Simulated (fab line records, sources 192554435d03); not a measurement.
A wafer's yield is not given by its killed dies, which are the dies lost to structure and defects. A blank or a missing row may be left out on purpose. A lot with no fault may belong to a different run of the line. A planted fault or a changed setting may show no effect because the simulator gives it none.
fab line records	flow n5Finfet
record lots=7	wafers=18	lastDay=17
route steps=1938 shown BEOL_M0_SAQP@642 BEOL_M4@1111 PASSIVATION@1936
lots with no fault: from the same line, run without faults
startH: the number of hours between the record's first day and the start of the first shown wafer of the lot	waitH: hours from the lot's prior step to this one	" as in the row above	L1.1+2: several wafers, shown together as one row	- either no value or no given start	* or withheld: withheld	< > ~ a bound
route shown NAME@n: a module of which the file shows steps, and the number in the route of the first	usual: average and standard deviation across the fault-free wafers	same: alike in all rows	chamber/n: place in a boat	sites: the reading at each site	_std_site: standard deviation across them	_edge_site: inner sites' mean taken away from outer sites' mean	radiusMm: how far each site lies from the wafer's centre	mask NAME#n: copy n	behind: the last tool/chamber to shape the wafer	hold: cause of the lot's hold/its duration in hours/its outcome	device: names the non-switching transistor (n, p or np)	end of line: tests run on the same wafers once the route is complete	a step given without rows: its recipe and nothing more	killed: dies lost to structure and defects at the first sort, not the wafer's yield	map: per-die view of a wafer (x killed, . not killed, _ where there is no die)
set.NAME: the run value of the setting; set.NAME@STEP: its run value at that earlier step	model.NAME: the simulator's own value behind a step, which no gauge read
lots seen at some steps along the route; tables by step, rows by wafer
services: from which hour (startH, from the record's first day; less than 0 if before it) a tool's chamber was out of use, for how many hours, and why
## steps
# step N5_BEOL_M0_SAQP_COAT_82
# recipe resist=SiARC	tempC=220	timeS=60	spinRpm=1500	resistThkNm=30
# step N5_BEOL_M0_SAQP_COAT_08
# recipe resist=CAR-ArF	spinRpm=1500	resistThkNm=90
# step N5_BEOL_M0_SAQP_EBR_10
# recipe solvent=PGMEA	ebrWidthMm=1.5
# step N5_BEOL_M0_SAQP_SOFTBAKE_09
# recipe tempC=110	timeS=60	resist=CAR-ArF
# step N5_BEOL_M0_SAQP_EXPOSE_11
# recipe maskId=M0_CORE	na=1.35	sourceShape=dipole	sigmaInner=0.538	sigmaOuter=0.738	polarization=te	targetCdNm=42	doseMj=55
# step N5_BEOL_M0_SAQP_PEB_12
# recipe pebTempC=withheld	pebTimeS=60	resist=CAR-ArF
# step N5_BEOL_M0_SAQP_DEVELOP_13
# recipe developTimeS=30	developer=TMAH	resist=CAR-ArF	devTempC=23	rinseLiquid=diw	dry=airSpin
# step N5_BEOL_M0_SAQP_CD_MEAS_14
# recipe targetCdNm=42.5	landingEnergyEv=500	detector=seInlens
# usual cdNm=42.4/0.37
lot.wafer	tool	chamber	startH	waitH	cdNm
L173.1	cdSem-03	0	129.00	-	42.3
L173.2	"	0	"	"	42.1
L173.5	"	0	"	"	42.3
L174.1	cdSem-02	0	134.42	-	42.0
L174.3	"	0	"	"	42.0
L174.6	"	0	"	"	42.4
L183.3	cdSem-01	0	191.63	-	42.3
L183.5	"	0	"	"	42.2
L186.1	cdSem-03	0	204.35	-	41.8
L186.5	"	0	"	"	42.3
L187.2	cdSem-03	0	212.50	-	42.7
L187.5	"	0	"	"	42.5
L189.4	cdSem-01	0	223.95	-	42.7
L189.5	"	0	"	"	43.0
L189.6	"	0	"	"	43.1
L191.1	cdSem-02	0	232.20	-	43.2
L191.3	"	0	"	"	43.3
L191.6	"	0	"	"	42.5
# step N5_BEOL_M0_SAQP_OVL_MEAS_15
# recipe pointsPerWafer=44
# usual M0_CORE_OVL=0.3/0.72
lot.wafer	tool	chamber	startH	waitH	M0_CORE_OVL[nm]
L173.1	overlay-02	0	129.03	0.0	-0.7
L173.2	"	0	"	"	0.0
L173.5	"	0	"	"	0.6
L174.1	overlay-01	0	134.45	0.0	2.1
L174.3	"	0	"	"	1.7
L174.6	"	0	"	"	0.6
L183.3	overlay-01	0	191.66	0.0	0.1
L183.5	"	0	"	"	0.5
L186.1	overlay-02	0	204.38	0.0	-0.7
L186.5	"	0	"	"	-1.0
L187.2	overlay-01	0	212.53	0.0	0.5
L187.5	"	0	"	"	-0.2
L189.4	overlay-02	0	223.98	0.0	0.6
L189.5	"	0	"	"	0.0
L189.6	"	0	"	"	1.3
L191.1	overlay-01	0	232.23	0.0	1.1
L191.3	"	0	"	"	1.1
L191.6	"	0	"	"	0.4
# step N5_BEOL_M0_SAQP_INSPECT_16
# recipe mode=adi	inspectInstrument=brightfield
# usual rawDefectCount=488/160
lot.wafer	tool	chamber	startH	waitH	rawDefectCount
L173.1	defectInspect-02	-	129.05	0.0	669
L173.2	"	-	"	"	458
L173.5	"	-	"	"	361
L174.1	defectInspect-02	-	134.47	0.0	650
L174.3	"	-	"	"	515
L174.6	"	-	"	"	709
L183.3	defectInspect-02	-	191.68	0.0	527
L183.5	"	-	"	"	677
L186.1	defectInspect-02	-	204.40	0.0	469
L186.5	"	-	"	"	226
L187.2	defectInspect-02	-	212.56	0.0	646
L187.5	"	-	"	"	523
L189.4	defectInspect-02	-	224.00	0.0	433
L189.5	"	-	"	"	368
L189.6	"	-	"	"	410
L191.1	defectInspect-02	-	232.25	0.0	614
L191.3	"	-	"	"	475
L191.6	"	-	"	"	510
# step N5_BEOL_M0_SAQP_DESCUM_19
# recipe chemistry=O2	timeS=7.9	sourcePowerW=50	biasPowerW=20	pressureMtorr=20	rfFrequencyHz=2.712e+07	tempC=40	resist=CAR-ArF	o2FlowSccm=225
# usual drypumpMotorCurrentA=5.7/0.37	oesProductAu=0.79/0.081	rfVppV=243.3/1.5	showerheadPlenumPTorr=2.10/0.073	throttleValvePct=20.28/0.29
lot.wafer	tool	chamber	startH	waitH	drypumpMotorCurrentA	oesProductAu	rfHoursCounterH	rfVppV	showerheadPlenumPTorr	throttleValvePct
L173.1	rieDiel-06	1	129.10	0.0	5.9	0.89	28	243.1	2.11	19.75
L173.2	"	3	"	"	5.3	0.85	49	245.5	2.22	20.39
L173.5	"	2	"	"	5.2	0.72	-	241.6	2.06	20.58
L174.1	rieDiel-06	2	134.76	0.3	5.2	0.73	195	242.1	2.06	20.58
L174.3	"	0	"	"	5.8	0.94	25	241.6	2.05	20.37
L174.6	"	0	"	"	5.8	0.93	-	243.8	2.04	20.38
L183.3	rieDiel-06	3	191.71	0.0	5.3	0.84	66	243.4	2.21	20.40
L183.5	"	3	"	"	5.3	0.84	-	245.3	2.21	20.39
L186.1	rieDiel-06	2	204.44	0.0	5.2	0.70	215	241.8	2.06	20.60
L186.5	"	1	"	"	5.9	0.84	-	244.3	2.11	19.77
L187.2	rieDiel-06	2	212.59	0.0	5.2	0.70	217	244.4	2.06	20.62
L187.5	"	3	"	"	5.3	0.82	-	245.6	2.21	20.41
L189.4	rieDiel-01	3	224.04	0.0	6.3	0.86	59	242.8	2.03	20.09
L189.5	"	3	"	"	6.2	0.87	-	241.8	2.03	20.10
L189.6	"	0	"	"	5.2	0.71	-	245.0	2.15	20.37
L191.1	rieDiel-01	0	232.28	0.0	5.2	0.70	190	243.6	2.15	20.37
L191.3	"	1	"	"	5.8	0.70	211	243.5	2.07	20.26
L191.6	"	1	"	"	5.8	0.70	-	242.4	2.07	20.27
# step N5_BEOL_M0_SAQP_ETCH_83
# recipe chemistry=CF4	target=SiARC	targetDepthA=390	maskMaterial=CAR-ArF	timeS=65	ionEnergyEv=80	pressureMtorr=40	sourceW=545	biasW=36	Ar_flow_sccm=100	cf4FlowSccm=100	ends=cleared
# usual drypumpMotorCurrentA=5.7/0.37	etchRfOnTimeS=65.0/1.2	oesProductAu=0.68/0.067	rfVppV=184.1/1.3	showerheadPlenumPTorr=2.15/0.074	throttleValvePct=15.56/0.29
lot.wafer	tool	chamber	startH	waitH	drypumpMotorCurrentA	etchRfOnTimeS	oesProductAu	rfHoursCounterH	rfVppV	showerheadPlenumPTorr	throttleValvePct
L173.1	rieDiel-06	1	129.13	0.0	5.9	64.7	0.77	28	183.0	2.18	15.05
L173.2	"	3	"	"	5.3	63.4	0.75	49	186.4	2.27	15.60
L173.5	"	2	"	"	5.2	64.4	0.63	-	184.4	2.14	15.98
L174.1	rieDiel-06	2	134.79	0.0	5.2	65.6	0.62	195	183.0	2.14	15.96
L174.3	"	0	"	"	5.8	66.1	0.78	25	184.2	2.09	15.54
L174.6	"	0	"	"	5.8	66.3	0.79	-	184.0	2.09	15.52
L183.3	rieDiel-06	3	191.75	0.0	5.3	64.1	0.72	66	186.5	2.27	15.64
L183.5	"	3	"	"	5.3	63.9	0.72	-	184.6	2.27	15.64
L186.1	rieDiel-06	2	204.47	0.0	5.2	66.4	0.60	215	185.0	2.14	16.00
L186.5	"	1	"	"	5.9	65.5	0.73	-	183.8	2.17	15.08
L187.2	rieDiel-06	2	212.62	0.0	5.2	65.7	0.60	217	183.3	2.14	16.02
L187.5	"	3	"	"	5.3	64.8	0.71	-	184.9	2.26	15.64
L189.4	rieDiel-01	3	224.07	0.0	6.2	66.0	0.74	59	182.8	2.10	15.39
L189.5	"	3	"	"	6.2	65.6	0.75	-	185.1	2.10	15.39
L189.6	"	0	"	"	5.2	66.8	0.61	-	185.1	2.21	15.70
L191.1	rieDiel-01	0	232.32	0.0	5.2	67.0	0.61	190	184.8	2.20	15.69
L191.3	"	1	"	"	5.8	65.0	0.61	211	184.5	2.13	15.57
L191.6	"	1	"	"	5.8	65.0	0.61	-	183.3	2.13	15.57
# step N5_BEOL_M0_SAQP_ETCH_84
# recipe chemistry=N2/H2	target=SOC	targetDepthA=1000	overetchA=200	maskMaterial=SiARC	tempC=40	timeS=150	ionEnergyEv=200	pressureMtorr=30	sourceW=840	biasW=150	n2FlowSccm=200	h2FlowSccm=200
# usual drypumpMotorCurrentA=5.7/0.38	oesProductAu=0.71/0.069	rfVppV=524.2/2.6	runLengthS=173.2/0.44	showerheadPlenumPTorr=2.55/0.091	throttleValvePct=17.7/0.32
lot.wafer	tool	chamber	startH	waitH	drypumpMotorCurrentA	oesProductAu	rfHoursCounterH	rfVppV	runLengthS	showerheadPlenumPTorr	throttleValvePct	model.SiARC_of_BEOL_M0_SAQP_COAT_82.thkNm
L173.1	rieDiel-06	1	129.18	0.0	5.9	0.80	28	525.8	174.2	2.58	17.2	24.2
L173.2	"	3	"	"	5.3	0.76	49	527.2	172.7	2.68	17.7	24.2
L173.5	"	2	"	"	5.2	0.65	-	521.7	173.1	2.53	18.1	24.4
L174.1	rieDiel-06	2	134.84	0.0	5.2	0.65	195	521.9	172.9	2.53	18.2	24.4
L174.3	"	0	"	"	5.8	0.83	25	522.0	173.1	2.48	17.6	24.6
L174.6	"	0	"	"	5.8	0.83	-	522.0	172.8	2.48	17.6	24.6
L183.3	rieDiel-06	3	191.80	0.0	5.3	0.72	66	527.8	183.4	2.67	17.8	23.8
L183.5	"	3	"	"	5.3	0.71	-	526.7	182.7	2.67	17.7	23.8
L186.1	rieDiel-06	2	204.52	0.0	5.2	0.63	215	523.2	173.7	2.52	18.2	24.6
L186.5	"	1	"	"	5.9	0.74	-	526.1	183.6	2.57	17.3	24
L187.2	rieDiel-06	2	212.67	0.0	5.2	0.64	218	522.9	173.2	2.52	18.2	24.4
L187.5	"	3	"	"	5.3	0.72	-	528.5	183.0	2.67	17.8	24
L189.4	rieDiel-01	3	224.12	0.0	6.2	0.78	59	522.2	172.9	2.47	17.5	24.6
L189.5	"	3	"	"	6.3	0.79	-	521.4	172.9	2.47	17.5	24.6
L189.6	"	0	"	"	5.2	0.64	-	525.9	172.9	2.64	18.0	24.8
L191.1	rieDiel-01	0	232.37	0.0	5.3	0.64	190	526.7	173.2	2.64	18.0	24.8
L191.3	"	1	"	"	5.9	0.64	211	523.5	173.0	2.52	17.7	24.4
L191.6	"	1	"	"	5.9	0.64	-	523.3	173.2	2.52	17.6	24.4
# step N5_BEOL_M0_SAQP_STRIP_80
# recipe chemistry=N2/H2	tempC=40	n2FlowSccm=200	h2FlowSccm=200	rfFrequencyHz=6e+07
# step N5_BEOL_M0_SAQP_HM_OPEN_112
# recipe chemistry=CHF3/O2	target=SiO2	stopOn=a-Si	targetDepthA=120	overEtchFrac=1.25	maskMaterial=SOC	timeS=13.5	pressureMtorr=30	sourceW=650	biasW=170	Ar_flow_sccm=200	CHF3_flow_sccm=50	O2_flow_sccm=5	ionEnergyEv=200	ends=endPoint
# usual drypumpMotorCurrentA=5.7/0.37	oesProductAu=0.52/0.051	rfVppV=522/8.8	showerheadPlenumPTorr=2.42/0.088	throttleValvePct=18.72/0.28
lot.wafer	tool	chamber	startH	waitH	drypumpMotorCurrentA	oesProductAu	rfHoursCounterH	rfVppV	showerheadPlenumPTorr	throttleValvePct	model.etch.depthNm
L173.1	rieDiel-06	1	129.29	0.0	5.9	0.59	28	525	2.44	18.25	12
L173.2	"	3	"	"	5.3	0.56	49	532	2.55	18.84	11.92
L173.5	"	2	"	"	5.2	0.47	-	518	2.40	19.14	12.12
L174.1	rieDiel-06	2	134.95	0.0	5.2	0.47	195	516	2.40	19.15	11.88
L174.3	"	0	"	"	5.8	0.61	25	510	2.34	18.68	12.04
L174.6	"	0	"	"	5.8	0.61	-	510	2.33	18.68	12.04
L183.3	rieDiel-06	3	191.91	0.0	5.3	0.54	66	531	2.55	18.86	11.45
L183.5	"	3	"	"	5.3	0.53	-	532	2.55	18.86	11.51
L186.1	rieDiel-06	2	204.63	0.0	5.2	0.46	215	518	2.40	19.18	11.78
L186.5	"	1	"	"	5.9	0.55	-	525	2.44	18.29	11.49
L187.2	rieDiel-06	2	212.78	0.0	5.2	0.46	218	518	2.40	19.18	11.98
L187.5	"	3	"	"	5.3	0.54	-	532	2.54	18.86	11.78
L189.4	rieDiel-01	3	224.23	0.0	6.2	0.57	59	540	2.35	18.57	11.95
L189.5	"	3	"	"	6.2	0.57	-	539	2.35	18.56	11.87
L189.6	"	0	"	"	5.2	0.47	-	510	2.48	18.87	12.02
L191.1	rieDiel-01	0	232.48	0.0	5.2	0.47	190	512	2.48	18.87	11.9
L191.3	"	1	"	"	5.8	0.46	211	527	2.39	18.75	11.58
L191.6	"	1	"	"	5.8	0.46	-	525	2.39	18.72	11.83
# step N5_BEOL_M0_SAQP_STRIP_113
# recipe chemistry=CHF3/O2	resist=SiARC	rfFrequencyHz=6e+07
# step N5_BEOL_M4_RC_MEAS_101
# usual DIBL_N=36.9/1.7	DIBL_P=36.7/2.1	IOFF_N=0.17/0.032	IOFF_P=0.22/0.036	ION_N=674/12	ION_P=461/7	SS_N=71.7/0.6	SS_P=73.4/0.67	VT_N=249/3.1	VT_P=-250/3.2
lot.wafer	tool	chamber	startH	waitH	DIBL_N[mV/V]	DIBL_P[mV/V]	IOFF_N[nA/um]	IOFF_P[nA/um]	ION_N[uA/um]	ION_P[uA/um]	SS_N[mV/dec]	SS_P[mV/dec]	VT_N[mV]	VT_P[mV]
L173.1	prober-02	0	181.90	0.0	31.7	30.0	0.10	0.14	645	445	70.4	72.0	257	-256
L173.2	"	0	"	"	36.6	36.0	0.17	0.21	668	455	71.1	73.4	253	-252
L173.5	"	0	"	"	37.1	37.4	0.20	0.23	686	464	71.0	73.0	247	-249
L174.1	prober-02	0	195.39	0.0	36.9	38.1	0.15	0.21	663	454	71.5	74.1	252	-251
L174.3	"	0	"	"	37.6	36.7	0.16	0.18	673	453	72.1	73.2	253	-253
L174.6	"	0	"	"	38.9	38.3	0.18	0.20	675	454	72.5	73.5	249	-252
L183.3	prober-02	0	249.97	0.3	36.7	36.2	0.15	0.17	676	454	71.7	72.7	249	-254
L183.5	"	0	"	"	37.8	38.5	0.19	0.21	682	456	71.6	73.5	246	-252
L186.1	prober-01	0	252.85	0.0	38.0	37.6	0.18	0.20	676	459	72.0	73.0	250	-251
L186.5	"	0	"	"	35.6	34.2	0.12	0.15	653	443	71.8	72.2	254	-257
L187.2	prober-02	0	271.08	0.2	35.3	34.8	0.14	0.19	665	458	70.8	73.2	250	-250
L187.5	"	0	"	"	36.7	36.5	0.16	0.22	675	468	71.8	73.4	249	-251
L189.4	prober-01	0	286.39	0.5	35.7	35.6	0.16	0.24	680	468	71.9	72.9	247	-246
L189.5	"	0	"	"	33.9	33.3	0.12	0.19	660	460	71.3	72.2	254	-249
L189.6	"	0	"	"	37.7	38.0	0.19	0.28	698	472	72.2	73.4	245	-242
L191.1	prober-02	0	293.04	0.0	33.9	32.4	0.11	0.16	653	450	71.3	72.7	255	-253
L191.3	"	0	"	"	34.6	33.8	0.13	0.19	654	453	72.4	73.2	253	-251
L191.6	"	0	"	"	34.1	33.3	0.13	0.17	659	451	70.8	72.8	255	-250
# step N5_PASSIVATION_PROBE_49
# usual defectLimitedYield=91.7/1.5	killed_at_M0_to_M3=32/9.6	killed_at_M4_up=13/5.3	killedAtContacts=12/6.8	killedAtFrontEnd=36/9.8	killedAtOther=4/3.1	killedDies=98/17	killedOpen=65/13	killedShort=32/8.5	sort_bin_5_function=4.9/0.93	sort_bin_6_memory=3.2/0.67	sort_bin_8_speed=0.00/0.02	sortNPass=1082/17	sortYieldPct=91.7/1.4
# same grossDies=1180	killedAtBackSide=0	sort_bin_4_leakage[%]=0
lot.wafer	tool	chamber	startH	waitH	defectLimitedYield[%]	killed_at_M0_to_M3	killed_at_M4_up	killedAtContacts	killedAtFrontEnd	killedAtOther	killedDies	killedOpen	killedShort	sort_bin_5_function[%]	sort_bin_6_memory[%]	sort_bin_8_speed[%]	sortNPass	sortYieldPct[%]
L186.1	prober-01	-	362.08	0.0	91.7	26	8	28	33	3	98	76	21	5.1	3.1	0	1082	91.7
L189.4	prober-02	-	389.11	0.2	90.3	39	14	14	43	5	115	70	45	5.9	3.7	0	1065	90.3
L189.5	prober-02	-	389.16	0.2	89.6	49	19	14	30	11	123	69	51	5.0	4.3	0.08	1057	89.6
L189.6	prober-02	-	389.21	0.3	92.4	28	12	6	40	4	90	57	32	4.1	3.5	0	1090	92.4
# killed by level:class
L186.1 MOL_CONTACT_COAG:geometricParticle:open=24 FIN_SAQP:geometricParticle:open=10 BEOL_M3:geometricParticle:open=7 GATE_CUT:geometricParticle:open=5 BEOL_M0_SAQP:geometricParticle:short=5 BEOL_M2:geometricParticle:open=5 STI_FIN_REVEAL:geometricParticle:open=4 MOL_CONTACT_COAG:geometricParticle:short=4
L189.4 BEOL_M0_SAQP:geometricParticle:open=16 MOL_CONTACT_COAG:geometricParticle:open=12 BEOL_M0_SAQP:geometricParticle:short=12 FIN_SAQP:geometricParticle:short=11 FIN_SAQP:geometricParticle:open=9 STI_FIN_REVEAL:geometricParticle:open=7 STI_FIN_REVEAL:geometricParticle:short=4 BEOL_M4:geometricParticle:open=4
L189.5 BEOL_M0_SAQP:geometricParticle:open=16 BEOL_M0_SAQP:geometricParticle:short=14 MOL_CONTACT_COAG:geometricParticle:open=10 BEOL_M4:geometricParticle:open=10 BEOL_M2:geometricParticle:open=8 FIN_SAQP:geometricParticle:short=5 STI_FIN_REVEAL:geometricParticle:open=5 MIM_BOT:geometricParticle:short=5
L189.6 FIN_SAQP:geometricParticle:short=9 BEOL_M2:geometricParticle:open=9 STI_FIN_REVEAL:geometricParticle:open=8 BEOL_M0_SAQP:geometricParticle:short=6 FIN_SAQP:geometricParticle:open=5 BEOL_M1:geometricParticle:open=5 MOL_CONTACT_COAG:geometricParticle:open=5 BEOL_M0_SAQP:geometricParticle:open=4
## services
tool	chamber	startH	hours	kind
rieDiel-06	1	108.93	13.4	repair
rieDiel-06	0	191.26	3.2	repair
rieDiel-06	1	206.40	12.2	repair
rieDiel-06	-	215.37	0.3	repair
## key
firstSign step=N5_BEOL_M0_SAQP_ETCH_84	reading=runLengthS	direction=up	sigmas=23	usual=*	struck=*
effect none on later readings
modelEffect step=N5_BEOL_M0_SAQP_ETCH_84	value=SiARC_of_BEOL_M0_SAQP_COAT_82.thkNm	without=24.3	struck=23.9
modelEffect step=N5_BEOL_M0_SAQP_HM_OPEN_112	value=etch.depthNm	without=12.01	struck=11.56
metAt N5_BEOL_M0_SAQP_ETCH_84
struckWafers L183.3,L183.5,L186.5,L187.5
onsetBetween 134.84 191.80
fault kind=processParameterDrift	tool=rieDiel-06	chamber=-	onsetH=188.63	steps=N5_BEOL_M0_SAQP_ETCH_84	channel=timeS	offset=*	shape=step	endH=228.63	scope=struckWafersOnly	actsIn=*	stated=*
